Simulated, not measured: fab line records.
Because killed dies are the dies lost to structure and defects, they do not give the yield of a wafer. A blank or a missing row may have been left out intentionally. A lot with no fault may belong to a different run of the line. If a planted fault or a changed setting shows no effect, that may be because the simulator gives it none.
fab line records | flow n5_finfet | part 1 of 2: steps 1 to 3 of 6
record lots=24 | wafers=72 | last_day=17
route steps=1938 shown BEOL_M3@949
lots that met no fault: from a run of the same line without faults
start_h: hours from the record's first day to the start of the lot's first wafer shown | wait_h: time in hours since the lot's previous step | " repeats the value in the row above | L1.1+2: a row that stands for several wafers | - no value, or no start was given | * or withheld: withheld | < > ~ a bound
route shown NAME@n: a module of which the file shows steps, and the number in the route of the first | usual: mean/standard deviation of fault-free wafers | same: alike in all rows | chamber/n: place in a boat | sites: per-site readings | _std_site: how widely they spread, as a standard deviation | _edge_site: outer sites' mean less inner sites' | radius_mm: how far each site lies from the wafer's centre | mask NAME#n: copy n | behind: the last tool/chamber to shape the wafer | hold: why the lot went on hold/how many hours it stayed there/how the hold came to an end | device: transistor that didn't switch, given as n, p or np | end of line: the tests these same wafers got at the end of their route | a step without rows: its recipe alone | killed: dies lost to structure and defects at the first sort, not the wafer's yield | map: shows each die of a wafer: x if killed, . if not, _ if none is there
set.NAME: the run value of the setting; set.NAME@STEP: its run value at that earlier step | model.NAME: the simulator's own value behind a step, which no gauge read
steps of the route over a sample of lots; a table a step, a row a wafer
services: the hour from which a tool's chamber was out of use, counted from the record's first day as start_h (under 0 if before that day), plus the number of hours and why
## steps
# step N5_BEOL_M3_ETCH_63
# recipe chemistry=CF4 | target=SiARC | target_depth_a=156 | mask_material=CAR-EUV | time_s=26 | ion_energy_ev=80 | pressure_mtorr=40 | source_w=545 | bias_w=36 | Ar_flow_sccm=100 | cf4_flow_sccm=100 | ends=cleared
# usual drypump_motor_current_A=5.6/0.49 | etch_rf_on_time_s=25.8/0.38 | oes_product_au=0.69/0.062 | rf_vpp_V=184.4/1.1 | showerhead_plenum_p_Torr=2.17/0.065 | throttle_valve_pct=15.54/0.22
lot.wafer | tool        | chamber | start_h | wait_h | drypump_motor_current_A | etch_rf_on_time_s | oes_product_au | rf_hours_counter_h | rf_vpp_V | showerhead_plenum_p_Torr | throttle_valve_pct
L074.2    | rie_diel-01 | 1       | 139.95  | 0.0    | 5.7                     | 25.5              | 0.69           | 123                | 184.8    | 2.16                     | 15.55
L074.3    | "           | 2       | "       | "      | 4.9                     | 25.3              | 0.74           | 67                 | 184.2    | 2.08                     | 15.29
L074.4    | "           | 2       | "       | "      | 4.9                     | 25.3              | 0.73           | -                  | 182.4    | 2.08                     | 15.29
L075.1    | rie_diel-03 | 3       | 157.05  | 0.0    | 5.7                     | 25.0              | 0.80           | 19                 | 183.4    | 2.18                     | 15.41
L075.4    | "           | 1       | "       | "      | 6.6                     | 26.5              | 0.62           | 194                | 184.1    | 2.21                     | 15.69
L075.5    | "           | 0       | "       | "      | 5.7                     | 26.3              | 0.81           | -                  | 183.6    | 2.10                     | 15.01
L076.3    | rie_diel-02 | 0       | 157.09  | 0.0    | 6.1                     | 25.3              | 0.66           | 137                | 183.1    | 2.22                     | 15.24
L076.5    | "           | 2       | "       | "      | 5.1                     | 25.5              | 0.71           | -                  | 184.6    | 2.08                     | 15.60
L076.6    | "           | 3       | "       | "      | 4.9                     | 25.9              | 0.60           | -                  | 185.3    | 2.20                     | 15.87
L077.2    | rie_diel-01 | 3       | 157.12  | 0.0    | 5.5                     | 26.0              | 0.76           | 29                 | 183.9    | 2.19                     | 15.50
L077.3    | "           | 0       | "       | "      | 5.8                     | 26.0              | 0.73           | 43                 | 185.2    | 2.27                     | 15.63
L077.4    | "           | 1       | "       | "      | 5.7                     | 25.8              | 0.67           | 129                | 184.7    | 2.15                     | 15.54
L078.1    | rie_diel-02 | 1       | 166.96  | 0.0    | 5.8                     | 26.4              | 0.59           | 237                | 184.6    | 2.11                     | 16.09
L078.4    | "           | 2       | "       | "      | 5.1                     | 25.8              | 0.70           | 83                 | 183.0    | 2.08                     | 15.60
L078.5    | "           | 1       | "       | "      | 5.8                     | 26.0              | 0.59           | -                  | 184.0    | 2.11                     | 16.08
L079.1    | rie_diel-02 | 0       | 176.23  | 0.0    | 6.1                     | 25.9              | 0.66           | 142                | 185.1    | 2.22                     | 15.25
L079.4    | "           | 0       | "       | "      | 6.1                     | 26.0              | 0.65           | -                  | 185.9    | 2.22                     | 15.24
L079.6    | "           | 3       | "       | "      | 4.9                     | 26.5              | 0.58           | -                  | 185.4    | 2.20                     | 15.86
L080.3    | rie_diel-03 | 0       | 182.94  | 0.0    | 5.7                     | 26.4              | 0.79           | 19                 | 182.4    | 2.10                     | 15.04
L080.4    | "           | 2       | "       | "      | 6.4                     | 26.0              | 0.75           | 38                 | 185.9    | 2.27                     | 15.39
L080.5    | "           | 2       | "       | "      | 6.4                     | 25.4              | 0.76           | -                  | 185.4    | 2.27                     | 15.39
L081.3    | rie_diel-02 | 1       | 187.92  | 0.0    | 5.7                     | 26.0              | 0.58           | 244                | 186.1    | 2.11                     | 16.09
L081.5    | "           | 3       | "       | "      | 4.9                     | 26.4              | 0.58           | -                  | 185.0    | 2.20                     | 15.85
L081.6    | "           | 0       | "       | "      | 6.1                     | 25.8              | 0.66           | -                  | 185.5    | 2.22                     | 15.27
L082.1    | rie_diel-03 | 1       | 192.95  | 0.0    | 6.6                     | 26.4              | 0.62           | 204                | 185.0    | 2.20                     | 15.71
L082.4    | "           | 2       | "       | "      | 6.4                     | 26.0              | 0.75           | 41                 | 185.1    | 2.27                     | 15.39
L082.6    | "           | 3       | "       | "      | 5.8                     | 25.4              | 0.78           | -                  | 182.9    | 2.18                     | 15.43
L083.1    | rie_diel-01 | 3       | 201.42  | 0.0    | 5.5                     | 26.4              | 0.75           | 40                 | 186.2    | 2.19                     | 15.50
L083.4    | "           | 0       | "       | "      | 5.8                     | 25.8              | 0.72           | 54                 | 186.0    | 2.26                     | 15.68
L083.5    | "           | 3       | "       | "      | 5.5                     | 26.3              | 0.75           | -                  | 183.3    | 2.19                     | 15.49
L084.1    | rie_diel-01 | 2       | 211.42  | 0.0    | 4.9                     | 25.3              | 0.71           | 88                 | 182.8    | 2.08                     | 15.33
L084.2    | "           | 0       | "       | "      | 5.8                     | 25.7              | 0.72           | 56                 | 185.7    | 2.26                     | 15.68
L084.6    | "           | 3       | "       | "      | 5.5                     | 25.9              | 0.74           | -                  | 184.8    | 2.19                     | 15.51
L085.3    | rie_diel-01 | 2       | 219.37  | 0.0    | 4.9                     | 25.5              | 0.70           | 91                 | 185.0    | 2.07                     | 15.34
L085.5    | "           | 3       | "       | "      | 5.5                     | 25.9              | 0.75           | -                  | 185.6    | 2.18                     | 15.51
L085.6    | "           | 0       | "       | "      | 5.8                     | 25.5              | 0.71           | -                  | 184.5    | 2.26                     | 15.68
L086.1    | rie_diel-01 | 3       | 222.94  | 0.0    | 5.5                     | 26.2              | 0.73           | 47                 | 184.4    | 2.18                     | 15.52
L086.5    | "           | 2       | "       | "      | 4.9                     | 25.2              | 0.71           | -                  | 183.0    | 2.07                     | 15.34
L086.6    | "           | 1       | "       | "      | 5.7                     | 25.7              | 0.66           | -                  | 183.5    | 2.15                     | 15.58
L088.2    | rie_diel-01 | 3       | 230.95  | 0.0    | 5.5                     | 25.9              | 0.74           | 49                 | 185.2    | 2.18                     | 15.53
L088.5    | "           | 1       | "       | "      | 5.7                     | 25.6              | 0.66           | -                  | 183.6    | 2.15                     | 15.57
L088.6    | "           | 0       | "       | "      | 5.8                     | 25.5              | 0.71           | -                  | 186.5    | 2.26                     | 15.67
L089.1    | rie_diel-01 | 1       | 237.05  | 0.0    | 5.7                     | 25.6              | 0.66           | 153                | 184.3    | 2.15                     | 15.59
L089.4    | "           | 3       | "       | "      | 5.5                     | 26.1              | 0.73           | 51                 | 184.7    | 2.18                     | 15.53
L089.6    | "           | 1       | "       | "      | 5.7                     | 25.7              | 0.66           | -                  | 183.5    | 2.15                     | 15.58
L087.1    | rie_diel-01 | 0       | 237.61  | 0.0    | 5.8                     | 25.6              | 0.71           | 64                 | 185.1    | 2.26                     | 15.70
L087.2    | "           | 2       | "       | "      | 4.8                     | 25.2              | 0.70           | 97                 | 182.9    | 2.07                     | 15.35
L087.3    | "           | 1       | "       | "      | 5.7                     | 26.0              | 0.65           | 153                | 184.9    | 2.15                     | 15.60
L090.2    | rie_diel-03 | 2       | 239.51  | 0.0    | 6.4                     | 26.4              | 0.73           | 53                 | 186.0    | 2.26                     | 15.44
L090.3    | "           | 0       | "       | "      | 5.7                     | 26.6              | 0.76           | 37                 | 183.6    | 2.09                     | 15.08
L090.6    | "           | 3       | "       | "      | 5.8                     | 25.4              | 0.75           | -                  | 186.5    | 2.17                     | 15.47
L091.1    | rie_diel-02 | 2       | 242.82  | 0.0    | 5.0                     | 25.7              | 0.68           | 102                | 182.8    | 2.08                     | 15.63
L091.2    | "           | 1       | "       | "      | 5.8                     | 25.7              | 0.84           | 1                  | 184.1    | 2.11                     | 15.59
L091.3    | "           | 0       | "       | "      | 6.1                     | 26.0              | 0.64           | 161                | 184.6    | 2.21                     | 15.30
L093.1    | rie_diel-02 | 1       | 254.81  | 0.0    | 5.8                     | 25.9              | 0.83           | 6                  | 184.1    | 2.11                     | 15.62
L093.5    | "           | 0       | "       | "      | 6.1                     | 25.9              | 0.64           | -                  | 185.0    | 2.21                     | 15.29
L093.6    | "           | 3       | "       | "      | 4.9                     | 26.5              | 0.58           | -                  | 185.4    | 2.19                     | 15.90
L092.2    | rie_diel-01 | 2       | 254.92  | 0.0    | 4.8                     | 25.2              | 0.69           | 103                | 182.8    | 2.07                     | 15.37
L092.4    | "           | 3       | "       | "      | 5.5                     | 26.1              | 0.73           | 57                 | 184.8    | 2.18                     | 15.54
L092.5    | "           | 0       | "       | "      | 5.8                     | 25.8              | 0.70           | -                  | 183.8    | 2.26                     | 15.71
L094.1    | rie_diel-01 | 3       | 275.19  | 0.0    | 5.5                     | 26.1              | 0.73           | 64                 | 183.6    | 2.18                     | 15.55
L094.3    | "           | 0       | "       | "      | 5.8                     | 25.6              | 0.70           | 76                 | 185.6    | 2.26                     | 15.70
L094.4    | "           | 1       | "       | "      | 5.7                     | 25.8              | 0.64           | 165                | 183.2    | 2.14                     | 15.61
L095.2    | rie_diel-03 | 0       | 283.33  | 0.0    | 5.7                     | 26.2              | 0.75           | 47                 | 183.1    | 2.09                     | 15.08
L095.4    | "           | 1       | "       | "      | 6.6                     | 26.0              | 0.61           | 234                | 184.5    | 2.19                     | 15.77
L095.5    | "           | 1       | "       | "      | 6.6                     | 26.2              | 0.60           | -                  | 185.3    | 2.19                     | 15.76
L096.1    | rie_diel-02 | 2       | 286.18  | 0.0    | 5.1                     | 25.8              | 0.67           | 115                | 183.0    | 2.07                     | 15.67
L096.3    | "           | 3       | "       | "      | 4.9                     | 25.6              | 0.84           | 0                  | 184.6    | 2.19                     | 15.42
L096.6    | "           | 1       | "       | "      | 5.8                     | 26.0              | 0.79           | -                  | 182.6    | 2.10                     | 15.62
L097.3    | rie_diel-01 | 0       | 288.85  | 0.0    | 5.8                     | 25.6              | 0.69           | 81                 | 185.8    | 2.25                     | 15.72
L097.4    | "           | 2       | "       | "      | 4.9                     | 25.5              | 0.69           | 113                | 182.5    | 2.07                     | 15.39
L097.6    | "           | 1       | "       | "      | 5.7                     | 25.9              | 0.64           | -                  | 183.7    | 2.14                     | 15.61
# step N5_BEOL_M3_STRIP_66
# recipe chemistry=CF4 | resist=SiARC | power_w=300 | bias_power_w=75 | pressure_mtorr=50 | cf4_flow_sccm=150 | rf_frequency_hz=6e+07
# usual drypump_motor_current_A=5.6/0.49 | oes_product_au=0.80/0.07 | rf_vpp_V=271.6/1.4 | showerhead_plenum_p_Torr=1.82/0.054 | throttle_valve_pct=13.51/0.23
lot.wafer | tool        | chamber | start_h | wait_h | drypump_motor_current_A | oes_product_au | rf_hours_counter_h | rf_vpp_V | showerhead_plenum_p_Torr | throttle_valve_pct
L074.2    | rie_diel-01 | 1       | 140.11  | 0.0    | 5.7                     | 0.78           | 123                | 271.0    | 1.81                     | 13.51
L074.3    | "           | 2       | "       | "      | 4.8                     | 0.83           | 67                 | 269.3    | 1.75                     | 13.28
L074.4    | "           | 2       | "       | "      | 4.9                     | 0.83           | -                  | 269.5    | 1.75                     | 13.28
L075.1    | rie_diel-03 | 3       | 157.20  | 0.0    | 5.7                     | 0.91           | 19                 | 272.3    | 1.83                     | 13.34
L075.4    | "           | 1       | "       | "      | 6.6                     | 0.73           | 194                | 271.7    | 1.85                     | 13.70
L075.5    | "           | 0       | "       | "      | 5.7                     | 0.95           | -                  | 270.3    | 1.76                     | 12.97
L076.3    | rie_diel-02 | 0       | 157.24  | 0.0    | 6.1                     | 0.76           | 137                | 272.7    | 1.86                     | 13.26
L076.5    | "           | 2       | "       | "      | 5.0                     | 0.81           | -                  | 270.5    | 1.74                     | 13.53
L076.6    | "           | 3       | "       | "      | 4.9                     | 0.69           | -                  | 272.0    | 1.84                     | 13.89
L077.2    | rie_diel-01 | 3       | 157.28  | 0.0    | 5.5                     | 0.88           | 29                 | 272.5    | 1.84                     | 13.43
L077.3    | "           | 0       | "       | "      | 5.8                     | 0.84           | 43                 | 271.5    | 1.90                     | 13.58
L077.4    | "           | 1       | "       | "      | 5.7                     | 0.77           | 129                | 269.9    | 1.81                     | 13.51
L078.1    | rie_diel-02 | 1       | 167.12  | 0.0    | 5.8                     | 0.69           | 237                | 270.8    | 1.77                     | 14.06
L078.4    | "           | 2       | "       | "      | 5.1                     | 0.80           | 83                 | 270.5    | 1.74                     | 13.56
L078.5    | "           | 1       | "       | "      | 5.8                     | 0.68           | -                  | 271.4    | 1.76                     | 14.07
L079.1    | rie_diel-02 | 0       | 176.39  | 0.0    | 6.1                     | 0.76           | 142                | 272.8    | 1.86                     | 13.27
L079.4    | "           | 0       | "       | "      | 6.1                     | 0.76           | -                  | 273.9    | 1.86                     | 13.27
L079.6    | "           | 3       | "       | "      | 4.9                     | 0.69           | -                  | 271.8    | 1.84                     | 13.88
L080.3    | rie_diel-03 | 0       | 183.09  | 0.0    | 5.6                     | 0.93           | 19                 | 270.0    | 1.75                     | 12.99
L080.4    | "           | 2       | "       | "      | 6.4                     | 0.86           | 38                 | 273.4    | 1.90                     | 13.36
L080.5    | "           | 2       | "       | "      | 6.4                     | 0.86           | -                  | 274.1    | 1.90                     | 13.37
L081.3    | rie_diel-02 | 1       | 188.07  | 0.0    | 5.8                     | 0.68           | 244                | 270.2    | 1.76                     | 14.09
L081.5    | "           | 3       | "       | "      | 4.9                     | 0.69           | -                  | 271.8    | 1.84                     | 13.89
L081.6    | "           | 0       | "       | "      | 6.1                     | 0.76           | -                  | 273.6    | 1.86                     | 13.27
L082.1    | rie_diel-03 | 1       | 193.11  | 0.0    | 6.6                     | 0.72           | 204                | 271.6    | 1.85                     | 13.72
L082.4    | "           | 2       | "       | "      | 6.4                     | 0.85           | 41                 | 273.4    | 1.90                     | 13.36
L082.6    | "           | 3       | "       | "      | 5.7                     | 0.89           | -                  | 270.5    | 1.82                     | 13.38
L083.1    | rie_diel-01 | 3       | 201.57  | 0.0    | 5.5                     | 0.87           | 41                 | 273.3    | 1.83                     | 13.44
L083.4    | "           | 0       | "       | "      | 5.8                     | 0.82           | 54                 | 273.9    | 1.89                     | 13.61
L083.5    | "           | 3       | "       | "      | 5.5                     | 0.86           | -                  | 271.7    | 1.83                     | 13.45
L084.1    | rie_diel-01 | 2       | 211.58  | 0.0    | 4.8                     | 0.81           | 88                 | 270.6    | 1.74                     | 13.32
L084.2    | "           | 0       | "       | "      | 5.8                     | 0.82           | 56                 | 273.9    | 1.89                     | 13.61
L084.6    | "           | 3       | "       | "      | 5.5                     | 0.86           | -                  | 271.7    | 1.83                     | 13.45
L085.3    | rie_diel-01 | 2       | 219.52  | 0.0    | 4.9                     | 0.81           | 91                 | 271.0    | 1.74                     | 13.34
L085.5    | "           | 3       | "       | "      | 5.5                     | 0.86           | -                  | 272.5    | 1.83                     | 13.47
L085.6    | "           | 0       | "       | "      | 5.8                     | 0.83           | -                  | 273.6    | 1.89                     | 13.62
L086.1    | rie_diel-01 | 3       | 223.09  | 0.0    | 5.6                     | 0.86           | 47                 | 270.9    | 1.83                     | 13.46
L086.5    | "           | 2       | "       | "      | 4.8                     | 0.80           | -                  | 271.5    | 1.74                     | 13.31
L086.6    | "           | 1       | "       | "      | 5.7                     | 0.76           | -                  | 270.9    | 1.80                     | 13.57
L088.2    | rie_diel-01 | 3       | 231.10  | 0.0    | 5.5                     | 0.85           | 49                 | 272.5    | 1.83                     | 13.46
L088.5    | "           | 1       | "       | "      | 5.7                     | 0.77           | -                  | 271.3    | 1.80                     | 13.56
L088.6    | "           | 0       | "       | "      | 5.8                     | 0.82           | -                  | 271.9    | 1.89                     | 13.62
L089.1    | rie_diel-01 | 1       | 237.21  | 0.0    | 5.7                     | 0.75           | 153                | 270.6    | 1.80                     | 13.57
L089.4    | "           | 3       | "       | "      | 5.5                     | 0.84           | 51                 | 272.2    | 1.83                     | 13.47
L089.6    | "           | 1       | "       | "      | 5.7                     | 0.76           | -                  | 271.7    | 1.80                     | 13.57
L087.1    | rie_diel-01 | 0       | 237.76  | 0.0    | 5.8                     | 0.82           | 64                 | 271.8    | 1.89                     | 13.60
L087.2    | "           | 2       | "       | "      | 4.8                     | 0.80           | 97                 | 268.6    | 1.74                     | 13.34
L087.3    | "           | 1       | "       | "      | 5.7                     | 0.75           | 153                | 271.7    | 1.80                     | 13.57
L090.2    | rie_diel-03 | 2       | 239.66  | 0.0    | 6.4                     | 0.84           | 53                 | 273.4    | 1.89                     | 13.39
L090.3    | "           | 0       | "       | "      | 5.7                     | 0.90           | 37                 | 269.3    | 1.75                     | 13.02
L090.6    | "           | 3       | "       | "      | 5.8                     | 0.86           | -                  | 273.9    | 1.82                     | 13.41
L091.1    | rie_diel-02 | 2       | 242.97  | 0.0    | 5.1                     | 0.78           | 102                | 269.1    | 1.74                     | 13.59
L091.2    | "           | 1       | "       | "      | 5.8                     | 0.96           | 1                  | 270.7    | 1.76                     | 13.50
L091.3    | "           | 0       | "       | "      | 6.1                     | 0.74           | 161                | 272.8    | 1.86                     | 13.30
L093.1    | rie_diel-02 | 1       | 254.97  | 0.0    | 5.8                     | 0.95           | 6                  | 272.3    | 1.76                     | 13.52
L093.5    | "           | 0       | "       | "      | 6.1                     | 0.73           | -                  | 272.3    | 1.85                     | 13.31
L093.6    | "           | 3       | "       | "      | 4.9                     | 0.67           | -                  | 272.2    | 1.84                     | 13.93
L092.2    | rie_diel-01 | 2       | 255.08  | 0.0    | 4.9                     | 0.79           | 103                | 270.7    | 1.74                     | 13.34
L092.4    | "           | 3       | "       | "      | 5.5                     | 0.85           | 57                 | 271.7    | 1.83                     | 13.48
L092.5    | "           | 0       | "       | "      | 5.8                     | 0.80           | -                  | 271.0    | 1.89                     | 13.63
L094.1    | rie_diel-01 | 3       | 275.34  | 0.0    | 5.5                     | 0.83           | 64                 | 271.7    | 1.83                     | 13.49
L094.3    | "           | 0       | "       | "      | 5.8                     | 0.80           | 76                 | 272.4    | 1.89                     | 13.66
L094.4    | "           | 1       | "       | "      | 5.7                     | 0.75           | 165                | 272.5    | 1.80                     | 13.58
L095.2    | rie_diel-03 | 0       | 283.48  | 0.0    | 5.7                     | 0.88           | 47                 | 269.2    | 1.75                     | 13.06
L095.4    | "           | 1       | "       | "      | 6.6                     | 0.70           | 235                | 271.9    | 1.84                     | 13.79
L095.5    | "           | 1       | "       | "      | 6.6                     | 0.70           | -                  | 273.1    | 1.84                     | 13.78
L096.1    | rie_diel-02 | 2       | 286.34  | 0.0    | 5.1                     | 0.77           | 116                | 269.7    | 1.74                     | 13.62
L096.3    | "           | 3       | "       | "      | 4.9                     | 0.96           | 0                  | 272.2    | 1.84                     | 13.34
L096.6    | "           | 1       | "       | "      | 5.8                     | 0.91           | -                  | 270.0    | 1.76                     | 13.56
L097.3    | rie_diel-01 | 0       | 289.00  | 0.0    | 5.8                     | 0.79           | 81                 | 272.6    | 1.89                     | 13.65
L097.4    | "           | 2       | "       | "      | 4.9                     | 0.79           | 113                | 270.1    | 1.74                     | 13.38
L097.6    | "           | 1       | "       | "      | 5.7                     | 0.74           | -                  | 270.6    | 1.80                     | 13.61
# step N5_BEOL_M3_VIA_ETCH_34
# recipe chemistry=C4F6/O2 | target_depth_a=694 | mask_material=SOC | pressure_mtorr=15 | ion_energy_ev=250 | taper_deg=4 | time_s=65.9 | source_w=350 | bias_w=170 | Ar_flow_sccm=300 | C4F6_flow_sccm=10 | O2_flow_sccm=10
# usual drypump_motor_current_A=5.8/0.53 | oes_product_au=0.82/0.085 | rf_vpp_V=667/4.5 | showerhead_plenum_p_Torr=2.88/0.082 | throttle_valve_pct=30.64/0.26
lot.wafer | tool        | chamber | start_h | wait_h | drypump_motor_current_A | oes_product_au | rf_hours_counter_h | rf_vpp_V | showerhead_plenum_p_Torr | throttle_valve_pct
L074.2    | rie_diel-03 | 3       | 146.59  | 0.0    | 5.8                     | 0.94           | 16                 | 669      | 2.90                     | 30.59
L074.3    | "           | 1       | "       | "      | 6.6                     | 0.74           | 190                | 666      | 2.93                     | 30.68
L074.4    | "           | 0       | "       | "      | 5.6                     | 0.97           | 9                  | 672      | 2.80                     | 30.23
L075.1    | rie_diel-01 | 2       | 159.29  | 0.0    | 4.9                     | 0.85           | 74                 | 666      | 2.76                     | 30.37
L075.4    | "           | 3       | "       | "      | 5.5                     | 0.90           | 30                 | 679      | 2.90                     | 30.78
L075.5    | "           | 2       | "       | "      | 4.9                     | 0.85           | -                  | 665      | 2.76                     | 30.37
L076.3    | rie_diel-02 | 0       | 161.78  | 0.0    | 6.1                     | 0.77           | 138                | 665      | 2.95                     | 30.22
L076.5    | "           | 2       | "       | "      | 5.1                     | 0.81           | -                  | 659      | 2.77                     | 30.88
L076.6    | "           | 1       | "       | "      | 5.8                     | 0.68           | -                  | 666      | 2.81                     | 31.21
L077.2    | rie_diel-01 | 2       | 161.92  | 0.0    | 4.9                     | 0.85           | 75                 | 665      | 2.76                     | 30.36
L077.3    | "           | 0       | "       | "      | 5.8                     | 0.86           | 44                 | 667      | 3.01                     | 30.96
L077.4    | "           | 3       | "       | "      | 5.5                     | 0.91           | 30                 | 678      | 2.90                     | 30.78
L078.1    | rie_diel-02 | 2       | 175.73  | 0.0    | 5.0                     | 0.81           | 85                 | 660      | 2.76                     | 30.87
L078.4    | "           | 3       | "       | "      | 4.9                     | 0.69           | 233                | 671      | 2.92                     | 30.77
L078.5    | "           | 3       | "       | "      | 4.9                     | 0.69           | -                  | 669      | 2.91                     | 30.77
L079.1    | rie_diel-03 | 2       | 178.59  | 0.0    | 6.4                     | 0.88           | 37                 | 661      | 3.01                     | 30.53
L079.4    | "           | 3       | "       | "      | 5.7                     | 0.92           | 24                 | 669      | 2.89                     | 30.60
L079.6    | "           | 0       | "       | "      | 5.7                     | 0.94           | -                  | 672      | 2.79                     | 30.23
L080.3    | rie_diel-02 | 1       | 184.80  | 0.0    | 5.8                     | 0.69           | 242                | 666      | 2.81                     | 31.20
L080.4    | "           | 0       | "       | "      | 6.1                     | 0.77           | -                  | 666      | 2.95                     | 30.23
L080.5    | "           | 3       | "       | "      | 4.9                     | 0.69           | -                  | 670      | 2.91                     | 30.77
L081.3    | rie_diel-01 | 2       | 197.21  | 0.0    | 4.9                     | 0.83           | 84                 | 666      | 2.75                     | 30.38
L081.5    | "           | 0       | "       | "      | 5.8                     | 0.83           | -                  | 668      | 3.01                     | 30.96
L081.6    | "           | 3       | "       | "      | 5.5                     | 0.88           | -                  | 678      | 2.90                     | 30.79
L082.1    | rie_diel-03 | 3       | 204.39  | 0.0    | 5.8                     | 0.90           | 32                 | 669      | 2.89                     | 30.59
L082.4    | "           | 2       | "       | "      | 6.4                     | 0.85           | 45                 | 661      | 3.00                     | 30.54
L082.6    | "           | 3       | "       | "      | 5.7                     | 0.90           | -                  | 669      | 2.89                     | 30.58
L083.1    | rie_diel-03 | 0       | 204.85  | 0.0    | 5.6                     | 0.93           | 26                 | 672      | 2.79                     | 30.23
L083.4    | "           | 2       | "       | "      | 6.4                     | 0.86           | 45                 | 659      | 3.00                     | 30.54
L083.5    | "           | 2       | "       | "      | 6.4                     | 0.85           | -                  | 661      | 3.00                     | 30.55
L084.1    | rie_diel-02 | 2       | 218.39  | 0.0    | 5.0                     | 0.80           | 94                 | 659      | 2.76                     | 30.89
L084.2    | "           | 0       | "       | "      | 6.1                     | 0.75           | 153                | 665      | 2.94                     | 30.23
L084.6    | "           | 3       | "       | "      | 4.9                     | 0.69           | -                  | 671      | 2.91                     | 30.80
L085.3    | rie_diel-03 | 3       | 220.99  | 0.0    | 5.8                     | 0.90           | 36                 | 667      | 2.89                     | 30.60
L085.5    | "           | 2       | "       | "      | 6.4                     | 0.86           | -                  | 660      | 3.00                     | 30.55
L085.6    | "           | 3       | "       | "      | 5.8                     | 0.89           | -                  | 668      | 2.89                     | 30.61
L086.1    | rie_diel-03 | 0       | 227.40  | 0.0    | 5.7                     | 0.90           | 33                 | 673      | 2.79                     | 30.23
L086.5    | "           | 1       | "       | "      | 6.6                     | 0.72           | -                  | 667      | 2.92                     | 30.70
L086.6    | "           | 0       | "       | "      | 5.7                     | 0.90           | -                  | 672      | 2.79                     | 30.25
L088.2    | rie_diel-03 | 0       | 235.33  | 0.0    | 5.7                     | 0.90           | 36                 | 673      | 2.78                     | 30.26
L088.5    | "           | 1       | "       | "      | 6.7                     | 0.72           | -                  | 667      | 2.92                     | 30.71
L088.6    | "           | 0       | "       | "      | 5.6                     | 0.90           | -                  | 674      | 2.78                     | 30.24
L089.1    | rie_diel-03 | 1       | 238.67  | 0.0    | 6.6                     | 0.72           | 218                | 666      | 2.92                     | 30.70
L089.4    | "           | 0       | "       | "      | 5.7                     | 0.90           | 37                 | 673      | 2.78                     | 30.24
L089.6    | "           | 2       | "       | "      | 6.4                     | 0.85           | -                  | 660      | 3.00                     | 30.54
L087.1    | rie_diel-03 | 0       | 239.04  | 0.0    | 5.6                     | 0.90           | 37                 | 672      | 2.78                     | 30.27
L087.2    | "           | 2       | "       | "      | 6.4                     | 0.86           | 53                 | 660      | 3.00                     | 30.57
L087.3    | "           | 1       | "       | "      | 6.6                     | 0.72           | 219                | 668      | 2.92                     | 30.71
L090.2    | rie_diel-02 | 1       | 241.91  | 0.0    | 5.8                     | 0.99           | 1                  | 665      | 2.80                     | 30.92
L090.3    | "           | 2       | "       | "      | 5.1                     | 0.78           | 102                | 659      | 2.76                     | 30.90
L090.6    | "           | 1       | "       | "      | 5.8                     | 0.98           | -                  | 666      | 2.80                     | 30.91
L091.1    | rie_diel-01 | 1       | 245.24  | 0.0    | 5.7                     | 0.77           | 156                | 669      | 2.84                     | 30.74
L091.2    | "           | 2       | "       | "      | 4.8                     | 0.81           | 99                 | 666      | 2.74                     | 30.38
L091.3    | "           | 3       | "       | "      | 5.5                     | 0.86           | 53                 | 679      | 2.89                     | 30.81
L093.1    | rie_diel-02 | 0       | 256.70  | 0.0    | 6.1                     | 0.74           | 167                | 664      | 2.93                     | 30.27
L093.5    | "           | 0       | "       | "      | 6.1                     | 0.75           | -                  | 665      | 2.93                     | 30.25
L093.6    | "           | 1       | "       | "      | 5.8                     | 0.96           | -                  | 665      | 2.80                     | 30.91
L092.2    | rie_diel-02 | 0       | 261.18  | 0.0    | 6.1                     | 0.74           | 168                | 665      | 2.93                     | 30.27
L092.4    | "           | 1       | "       | "      | 5.8                     | 0.96           | -                  | 665      | 2.80                     | 30.91
L092.5    | "           | 0       | "       | "      | 6.1                     | 0.74           | -                  | 667      | 2.93                     | 30.25
L094.1    | rie_diel-01 | 3       | 279.16  | 0.0    | 5.5                     | 0.84           | 65                 | 678      | 2.89                     | 30.81
L094.3    | "           | 2       | "       | "      | 4.8                     | 0.80           | 110                | 664      | 2.74                     | 30.39
L094.4    | "           | 0       | "       | "      | 5.8                     | 0.81           | 77                 | 666      | 3.00                     | 31.01
L095.2    | rie_diel-03 | 2       | 285.17  | 0.0    | 6.4                     | 0.82           | 69                 | 660      | 2.99                     | 30.57
L095.4    | "           | 3       | "       | "      | 5.8                     | 0.86           | 58                 | 667      | 2.88                     | 30.62
L095.5    | "           | 1       | "       | "      | 6.6                     | 0.70           | -                  | 666      | 2.91                     | 30.73
L096.1    | rie_diel-02 | 1       | 287.68  | 0.0    | 5.8                     | 0.92           | 19                 | 665      | 2.79                     | 30.91
L096.3    | "           | 2       | "       | "      | 5.1                     | 0.77           | 116                | 660      | 2.75                     | 30.91
L096.6    | "           | 1       | "       | "      | 5.8                     | 0.91           | -                  | 666      | 2.79                     | 30.92
L097.3    | rie_diel-02 | 2       | 292.92  | 0.0    | 5.1                     | 0.77           | 117                | 659      | 2.75                     | 30.90
L097.4    | "           | 3       | "       | "      | 4.9                     | 0.95           | 2                  | 670      | 2.90                     | 30.64
L097.6    | "           | 3       | "       | "      | 4.9                     | 0.95           | -                  | 669      | 2.90                     | 30.64
